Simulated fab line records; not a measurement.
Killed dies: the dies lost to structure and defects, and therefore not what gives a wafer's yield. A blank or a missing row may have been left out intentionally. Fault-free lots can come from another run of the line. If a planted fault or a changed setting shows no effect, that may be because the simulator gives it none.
Chamber matching -- flow n5Finfet -- N5_BEOL_M11_ETCH_66 on rieDiel-06: 4 sister chambers
The step etches SOC in N2/H2, target depth 120 nm, overetch 24 nm, time 180 s. 4 wafers are shown with their chamber, then 12 later ones without.

WAFERS, EACH WITH ITS CHAMBER
wafer,chamber,showerheadPlenumPTorr (Torr)
L082.2,1,2.36
L082.5,0,2.61
L085.2,2,2.69
L085.5,3,2.48

WAFERS WHOSE CHAMBER IS MISSING
wafer,showerheadPlenumPTorr (Torr)
L088.2,2.35
L088.5,2.35
L088.6,2.60
L087.1,2.48
L087.4,2.60
L087.5,2.48
L091.1,2.48
L091.3,2.60
L091.5,2.69
L092.1,2.60
L092.2,2.69
L092.6,2.35

EACH ONE'S CHAMBER
wafer,from the rows above,in truth
L088.2,1,1
L088.5,1,1
L088.6,0,0
L087.1,3,3
L087.4,0,0
L087.5,3,3
L091.1,3,3
L091.3,0,0
L091.5,2,2
L092.1,0,0
L092.2,2,2
L092.6,1,1
12 of 12 placed correctly. Number that these rows cannot place: 0. Wrongly placed: 0.
How it was worked out, from the rows above alone: a wafer's distance from a chamber is the root of the sum, over the readings, of the square of ((its reading less the chamber's mean) divided by the reading's scatter). The wafer belongs to the nearest chamber; if the next one is less than 2 further off, it can't be placed. Each chamber's mean is taken over the wafers shown for it. The scatter: root of mean squared gap, hidden wafer to nearest shown wafer, with one shown wafer a chamber.
